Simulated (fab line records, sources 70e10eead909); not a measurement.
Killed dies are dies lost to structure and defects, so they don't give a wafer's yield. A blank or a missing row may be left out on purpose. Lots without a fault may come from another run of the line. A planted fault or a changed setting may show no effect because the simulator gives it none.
fab line records | flow nand_harc
record lots=11 wafers=33 last_day=33
route steps=1302 shown A_CONTACT@1045 END@1302
lots that met no fault: from a run of the same line without faults
start_h: hours from the record's first day to the start of the lot's first wafer shown | wait_h: hours since the lot's step before | " the same as in the row above | L1.1+2: a row that stands for several wafers | - no value, or no start given | * or withheld: withheld | < > ~ a bound
route shown NAME@n: a module of which the file shows steps, and the number in the route of the first | usual: mean/standard deviation of fault-free wafers | same: alike in all rows | chamber/n: place in a boat | sites: the reading at each site | _std_site: their standard deviation | _edge_site: outer sites' mean less inner sites' | radius_mm: how far each site lies from the wafer's centre | mask NAME#n: copy n | behind: the tool/chamber that last shaped the wafer | hold: why the lot was held/for how many hours/how that ended | device: the transistor (n, p or np) that didn't switch | end of line: the same wafers' tests at the end of the route | a step without rows: its recipe alone | killed: dies lost to structure and defects at the first sort, not the wafer's yield | map: a wafer's dies, x killed, . not, _ none there
set.NAME: the setting as run; set.NAME@STEP: as run at that earlier step | model.NAME: the simulator's own value behind a step, which no gauge read
steps of the route over a sample of lots; a table a step, a row a wafer
services: from which hour (start_h, from the record's first day; less than 0 if before it) a tool's chamber was out of use, for how many hours, and why
## steps
# step NHARC_A_CONTACT_ETCH_77
# recipe target_depth_a=1089 time_s=54.5 cf4_flow_sccm=100 chf3_flow_sccm=30 ar_flow_sccm=0 rf_w=500 bias_w=200 chemistry=CF4/CHF3
# usual drypump_motor_current_A=6.2/0.32 mfc_ar_sccm=0.004/0.0088 oes_product_au=0.943/0.024 rf_vpp_V=370.2/2.7 showerhead_plenum_p_Torr=1.56/0.076 throttle_valve_pct=16.803/0.0085
# columns lot.wafer tool chamber start_h wait_h drypump_motor_current_A mfc_ar_sccm oes_product_au rf_hours_counter_h rf_vpp_V showerhead_plenum_p_Torr throttle_valve_pct
L901.1 rie_diel-10 3 - - 6.6 0 0.914 14 367.2 1.50 16.798
L901.5 " 2 " " 6.5 0 0.908 - 369.2 1.48 16.788
L901.6 " 3 " " 6.6 0 0.918 - 368.8 1.49 16.812
L903.4 rie_diel-10 3 - - 6.6 0 0.928 16 368.3 1.49 16.820
L903.1 " 0 " " 6.1 0.020 0.937 15 373.6 1.66 16.798
L903.6 " 3 " " 6.6 0 0.925 - 367.2 1.49 16.796
L909.1 rie_diel-10 0 592.54 0.4 6.1 0.020 0.940 28 373.4 1.66 16.793
L909.2 " 1 " " 6.0 0 0.924 27 371.8 1.61 16.797
L909.5 " 0 " " 6.1 0.020 0.933 - 371.9 1.66 16.800
L910.3 rie_diel-11 2 - - 5.7 0.004 0.928 53 367.3 1.46 16.818
L910.2 " 3 " " 6.5 0 0.921 53 374.2 1.67 16.799
L910.6 " 3 " " 6.5 0 0.918 - 373.7 1.67 16.801
L913.4 rie_diel-10 2 - - 6.5 0 0.964 1 367.9 1.48 16.816
L913.3 " 3 " " 6.6 0 0.933 2 367.9 1.49 16.816
L913.5 " 2 " " 6.5 0 0.957 - 367.7 1.48 16.799
L914.2 rie_diel-10 1 - - 6.0 0 0.928 9 372.1 1.61 16.820
L914.4 " 3 " " 6.6 0 0.913 8 367.8 1.49 16.810
L914.5 " 2 " " 6.5 0 0.907 - 367.3 1.48 16.806
L917.1 rie_diel-03 0 - - 6.4 0 0.963 5 368.0 1.49 16.801
L917.3 " 2 " " 6.7 0.030 0.970 6 375.0 1.67 16.803
L917.6 " 3 " " 6.3 0 0.965 - 370.3 1.52 16.805
L918.3 rie_diel-10 1 - - 6.0 0 0.988 13 370.6 1.61 16.795
L918.4 " 0 " " 6.1 0.020 0.983 14 373.5 1.65 16.787
L918.6 " 2 " " 6.5 0 0.947 - 366.8 1.48 16.794
L921.4 rie_diel-03 2 - - 6.7 0.030 0.910 16 373.9 1.67 16.794
L921.2 " 3 " " 6.3 0 0.921 18 368.1 1.52 16.811
L921.1 " 1 " " 6.0 0 0.933 18 367.2 1.47 16.800
L920.4 rie_diel-11 2 - - 5.7 0.004 0.932 23 373.7 1.69 16.802
L920.5 " 2 " " 5.7 0.004 0.923 - 374.2 1.69 16.815
L920.6 " 3 " " 6.5 0 0.934 - 374.3 1.66 16.797
L923.4 rie_diel-11 1 - - 5.5 0 0.967 31 369.5 1.53 16.804
L923.6 " 0 " " 5.8 0 0.962 - 370.7 1.56 16.808
L923.5 " 1 " " 5.5 0 0.956 - 369.7 1.53 16.801
# step NHARC_A_CONTACT_ETCH_133
# recipe source_w=withheld pressure_mtorr=20 bias_v=400 time_s=374 target_depth_a=16100 ar_flow_sccm=withheld c4f8_flow_sccm=11.5 o2_flow_sccm=7.2 chemistry=C4F8/O2/Ar
# columns lot.wafer tool chamber start_h wait_h rf_hours_counter_h
L901.1 har_cap_etch-02 0 522.81 0.2 88
L901.5 " 1 " " -
L901.6 " 0 " " -
L903.1 har_cap_etch-02 1 530.64 0.2 90
L903.4 " 1 " " -
L903.6 " 1 " " -
L909.1 har_cap_etch-02 1 595.78 0.1 104
L909.2 " 0 " " 104
L909.5 " 1 " " -
L910.2 har_cap_etch-02 1 605.94 0.1 107
L910.3 " 1 " " -
L910.6 " 0 " " -
L913.4 har_cap_etch-01 1 615.51 0.2 -
L913.3 " 0 " " -
L913.5 " 0 " " -
L914.2 har_cap_etch-01 1 654.29 0.1 28
L914.4 " 1 " " -
L914.5 " 0 " " -
L917.1 har_cap_etch-03 1 660.81 0.2 72
L917.3 " 1 " " -
L917.6 " 1 " " -
L918.3 har_cap_etch-02 0 688.88 0.2 -
L918.4 " 1 " " -
L918.6 " 1 " " -
L921.1 har_cap_etch-03 1 704.52 0.1 81
L921.2 " 0 " " 81
L921.4 " 0 " " -
L920.4 har_cap_etch-02 1 706.79 0.2 -
L920.5 " 1 " " -
L920.6 " 0 " " -
L923.4 har_cap_etch-03 0 726.52 0.2 -
L923.5 " 0 " " -
L923.6 " 1 " " -
# step NHARC_A_CONTACT_ETCH_91
# recipe target_depth_a=400 over_etch_frac=0.5 time_s=85.7 ion_energy_ev=120 ch3f_flow_sccm=50 o2_flow_sccm=30 ar_flow_sccm=200 rf_w=500 bias_w=100 chemistry=CH3F/O2
# usual drypump_motor_current_A=6.2/0.31 mfc_ar_sccm=200.1/0.63 oes_product_au=0.936/0.027 rf_vpp_V=244.1/1.9 showerhead_plenum_p_Torr=2.45/0.12 throttle_valve_pct=20.663/0.0085
# columns lot.wafer tool chamber start_h wait_h drypump_motor_current_A mfc_ar_sccm oes_product_au rf_hours_counter_h rf_vpp_V showerhead_plenum_p_Torr throttle_valve_pct
L901.1 rie_diel-10 3 523.57 0.7 6.6 201.0 0.926 15 241.3 2.33 20.665
L901.5 " 0 " " 6.1 201.0 0.940 - 245.5 2.59 20.663
L901.6 " 1 " " 6.0 198.8 0.933 - 246.0 2.52 20.653
L903.4 rie_diel-10 3 531.36 0.5 6.6 199.7 0.920 17 242.9 2.33 20.654
L903.1 " 2 " " 6.5 199.8 0.920 17 242.1 2.32 20.674
L903.6 " 3 " " 6.6 200.1 0.910 - 242.3 2.33 20.671
L909.1 rie_diel-11 0 596.57 0.7 5.8 200.1 0.930 50 244.5 2.45 20.678
L909.2 " 2 " " 5.7 199.3 0.940 50 242.8 2.27 20.646
L909.5 " 0 " " 5.8 200.4 0.929 - 243.2 2.45 20.651
L910.2 rie_diel-11 2 606.73 0.7 5.7 200.9 0.922 54 241.2 2.27 20.657
L910.3 " 3 " " 6.5 200.2 0.919 54 247.2 2.62 20.658
L910.6 " 2 " " 5.7 199.9 0.935 - 241.7 2.27 20.666
L913.3 rie_diel-10 2 616.16 0.5 6.5 200.6 0.917 3 241.8 2.31 20.653
L913.4 " 3 " " 6.6 200.1 0.905 4 242.5 2.33 20.657
L913.5 " 3 " " 6.6 199.6 0.910 - 242.7 2.33 20.654
L914.4 rie_diel-10 1 655.09 0.6 6.0 199.4 0.928 9 244.9 2.51 20.642
L914.2 " 3 " " 6.6 199.9 0.920 9 240.3 2.32 20.659
L914.5 " 0 " " 6.1 199.8 0.927 - 246.7 2.58 20.661
L917.1 rie_diel-10 1 661.53 0.7 6.0 199.7 0.934 10 245.4 2.51 20.658
L917.3 " 2 " " 6.5 199.6 0.917 11 241.5 2.31 20.661
L917.6 " 0 " " 6.1 200.4 0.933 - 246.8 2.58 20.664
L918.4 rie_diel-10 0 689.56 0.5 6.1 199.5 0.931 16 246.1 2.58 20.659
L918.3 " 1 " " 6.0 200.8 0.930 15 244.6 2.51 20.662
L918.6 " 3 " " 6.6 199.9 0.911 - 242.5 2.32 20.672
L921.1 rie_diel-03 3 705.31 0.7 6.3 200.1 0.925 19 241.6 2.37 20.668
L921.2 " 1 " " 6.0 200.4 0.933 19 241.7 2.29 20.671
L921.4 " 2 " " 6.7 200.3 0.915 17 246.6 2.61 20.672
L920.4 rie_diel-11 1 707.45 0.6 5.5 200.3 0.942 25 243.0 2.40 20.671
L920.6 " 0 " " 5.8 200.7 0.928 - 244.3 2.44 20.673
L920.5 " 1 " " 5.5 200.7 0.936 - 242.9 2.40 20.672
L923.4 rie_diel-10 1 727.18 0.6 6.0 199.1 0.935 20 245.7 2.51 20.659
L923.6 " 0 " " 6.1 199.5 0.917 - 244.6 2.58 20.670
L923.5 " 1 " " 6.0 199.5 0.929 - 246.6 2.51 20.655
# step NHARC_A_CONTACT_CD_MEAS_80
# usual cd_nm=289.5/0.69
# columns lot.wafer tool chamber start_h wait_h cd_nm
L901.1 cd_sem-01 - 523.74 - 290.4
L901.5 " - " " 289.9
L901.6 " - " " 289.5
L903.1 cd_sem-02 - 531.58 - 289.8
L903.4 " - " " 289.9
L903.6 " - " " 290.2
L909.1 cd_sem-02 - 596.78 - 286.8
L909.2 " - " " 287.1
L909.5 " - " " 287.5
L910.2 cd_sem-02 - 606.95 - 286.9
L910.3 " - " " 286.6
L910.6 " - " " 286.5
L913.3 cd_sem-02 - 616.38 - 288.2
L913.4 " - " " 289.2
L913.5 " - " " 288.8
L914.2 cd_sem-01 - 655.30 - 290.3
L914.4 " - " " 290.1
L914.5 " - " " 290.4
L917.1 cd_sem-01 - 661.74 - 290.6
L917.3 " - " " 290.1
L917.6 " - " " 290.4
L918.3 cd_sem-03 - 689.75 - 288.9
L918.4 " - " " 289.4
L918.6 " - " " 289.7
L921.1 cd_sem-03 - 705.52 - 290.2
L921.2 " - " " 290.0
L921.4 " - " " 290.6
L920.4 cd_sem-03 - 707.66 - 288.1
L920.5 " - " " 287.7
L920.6 " - " " 288.1
L923.4 cd_sem-02 - 727.46 - 288.2
L923.5 " - " " 288.1
L923.6 " - " " 288.2
# step NHARC_A_CONTACT_ETCH_106
# recipe target_depth_a=900 overetch_a=90 time_s=49.5 ion_energy_ev=100 cf4_flow_sccm=80 o2_flow_sccm=20 ar_flow_sccm=0 rf_w=300 bias_w=100 chemistry=CF4/O2
# usual drypump_motor_current_A=6.2/0.33 mfc_ar_sccm=0.004/0.0085 oes_product_au=0.998/0.011 rf_vpp_V=197.6/1.6 showerhead_plenum_p_Torr=1.33/0.067 throttle_valve_pct=13.397/0.0081
# columns lot.wafer tool chamber start_h wait_h drypump_motor_current_A mfc_ar_sccm oes_product_au rf_hours_counter_h rf_vpp_V showerhead_plenum_p_Torr throttle_valve_pct
L901.1 rie_diel-10 1 524.04 0.0 6.0 0 1.006 15 196.8 1.37 13.418
L901.6 " 1 " " 6.0 0 1.005 - 199.9 1.37 13.396
L901.5 " 2 " " 6.5 0 1.001 - 195.4 1.26 13.379
L903.4 rie_diel-10 3 531.87 0.1 6.6 0 0.996 17 196.3 1.27 13.396
L903.1 " 1 " " 6.0 0 0.997 16 197.6 1.37 13.390
L903.6 " 0 " " 6.1 0.020 1.002 - 198.4 1.41 13.386
L909.1 rie_diel-11 1 597.08 0.1 5.5 0 0.990 52 196.5 1.31 13.384
L909.2 " 3 " " 6.5 0 0.987 49 199.8 1.42 13.404
L909.5 " 1 " " 5.5 0 0.994 - 197.0 1.31 13.396
L910.2 rie_diel-03 1 607.57 0.1 6.0 0 0.999 48 195.6 1.25 13.388
L910.3 " 0 " " 6.3 0 0.994 - 195.2 1.26 13.400
L910.6 " 1 " " 6.0 0 1.009 - 195.8 1.25 13.410
L913.3 rie_diel-10 2 616.67 0.1 6.5 0 0.984 3 196.0 1.25 13.394
L913.4 " 3 " " 6.6 0 0.987 4 197.4 1.26 13.389
L913.5 " 2 " " 6.5 0 0.995 - 196.6 1.25 13.397
L914.4 rie_diel-10 1 655.59 0.1 6.0 0 1.006 9 198.3 1.36 13.401
L914.2 " 2 " " 6.5 0 0.986 10 196.1 1.25 13.412
L914.5 " 1 " " 6.0 0 1.003 - 198.3 1.36 13.399
L917.1 rie_diel-11 0 662.03 0.1 5.8 0 1.019 15 198.3 1.33 13.395
L917.3 " 2 " " 5.7 0.004 1.007 13 198.3 1.44 13.400
L917.6 " 0 " " 5.8 0 1.011 - 197.9 1.33 13.388
L918.3 rie_diel-10 2 690.05 0.1 6.5 0 1.003 15 195.4 1.25 13.403
L918.4 " 3 " " 6.6 0 0.989 15 196.1 1.26 13.390
L918.6 " 0 " " 6.1 0.020 1.019 - 200.5 1.40 13.400
L921.1 rie_diel-10 1 705.82 0.0 6.0 0 1.000 17 198.2 1.36 13.395
L921.4 " 2 " " 6.5 0 0.987 18 194.9 1.25 13.389
L921.2 " 0 " " 6.1 0.020 0.997 18 200.0 1.40 13.391
L920.4 rie_diel-10 3 707.96 0.1 6.7 0 0.981 17 197.3 1.26 13.408
L920.6 " 0 " " 6.1 0.020 0.998 - 198.2 1.40 13.393
L920.5 " 1 " " 6.0 0 1.001 - 196.6 1.36 13.419
L923.4 rie_diel-10 0 727.74 0.1 6.1 0.020 1.005 20 198.0 1.40 13.396
L923.5 " 0 " " 6.1 0.020 1.002 - 198.9 1.40 13.388
L923.6 " 1 " " 6.0 0 1.001 - 197.9 1.36 13.409
# step NHARC_END_SORT_01
# recipe temp_c=25
# usual killed_at_array=50/20 killed_at_other=1.2/1.5 killed_at_periphery=3.6/2.6 killed_dies=55/20 killed_open=3.4/2 killed_short=2.7/1.6
# same gross_dies=677
# columns lot.wafer tool chamber start_h wait_h killed_at_array killed_at_other killed_at_periphery killed_dies killed_open killed_short
L914.2 prober-02 0 712.63 2.8 45 0 7 52 0 3
L914.4 prober-02 0 714.22 3.4 46 0 14 60 6 2
L914.5 prober-02 0 715.01 3.7 44 1 8 53 1 2
# killed by level:class
L914.2 A_CHANNEL_HOLE_D1:chamber_film_flake=30 A_SLIT:chamber_film_flake=9 P_GATE:chamber_film_flake=4 A_DECK1_JOINT:geometric_particle:short=2 P_BONDPAD:chamber_film_flake=2 A_STAIRCASE:chamber_film_flake=2 A_CHANNEL_FILL_D1:geometric_particle:short=1 P_M0:chamber_film_flake=1
L914.4 A_CHANNEL_HOLE_D1:chamber_film_flake=36 P_BONDPAD:chamber_film_flake=5 P_M0:chamber_film_flake=4 P_GATE:chamber_film_flake=2 A_SLIT:chamber_film_flake=2 P_GATE:geometric_particle:open=1 P_M1:geometric_particle:open=1 P_M2:geometric_particle:open=1
L914.5 A_CHANNEL_HOLE_D1:chamber_film_flake=34 P_M0:chamber_film_flake=4 P_GATE:chamber_film_flake=3 A_STAIRCASE:chamber_film_flake=3 A_SLIT:chamber_film_flake=3 A_DECK1_JOINT:geometric_particle:short=2 A_ONON_D2:geometric_particle:open=1 P_BONDPAD:chamber_film_flake=1
## services
# columns tool chamber start_h hours kind
har_cap_etch-01 - 497.00 17.0 pm
rie_diel-10 0 502.25 - clean
rie_diel-10 1 502.25 - clean
rie_diel-10 2 502.25 - clean
rie_diel-10 3 502.25 - clean
rie_diel-10 0 526.75 - clean
rie_diel-10 1 526.75 - clean
rie_diel-10 2 526.75 - clean
rie_diel-10 3 526.75 - clean
rie_diel-10 0 551.25 - clean
rie_diel-10 1 551.25 - clean
rie_diel-10 2 551.25 - clean
rie_diel-10 3 551.25 - clean
har_cap_etch-01 - 556.44 1.4 repair
rie_diel-10 3 584.32 14.6 repair
rie_diel-03 3 593.75 15.1 repair
rie_diel-10 - 596.77 9.0 pm
rie_diel-11 - 609.53 9.0 pm
har_cap_etch-02 - 624.21 1.0 repair
rie_diel-10 3 632.89 4.0 repair
rie_diel-03 - 635.43 9.0 pm
rie_diel-03 - 679.03 0.6 repair
rie_diel-03 0 689.40 2.4 repair
rie_diel-03 1 716.53 9.4 repair
## key
first_sign step=NHARC_A_CONTACT_CD_MEAS_80 reading=cd_nm direction=down sigmas=3.8 usual=289.5 struck=286.9
effect none on later readings
met_at NHARC_A_CONTACT_ETCH_133
struck_lots L909,L910
tester_left_out L909,L910
not_acting_at NHARC_A_CONTACT_ETCH_77,NHARC_A_CONTACT_ETCH_91,NHARC_A_CONTACT_ETCH_106
onset_between 530.64 595.78
fault kind=process_parameter_drift tool=har_cap_etch-02 chamber=- onset_h=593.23 steps=NHARC_A_CONTACT_ETCH_133 channel=bias_v offset=withheld shape=step end_h=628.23 acts_in=*
# tester_left_out: of these lots the tester's yield and bins aren't shown, on N5 and GAA mostly nor the transistor test; their killed dies are dies lost to structure and defects alone, not to doping, threshold or leakage, so they don't give the yield
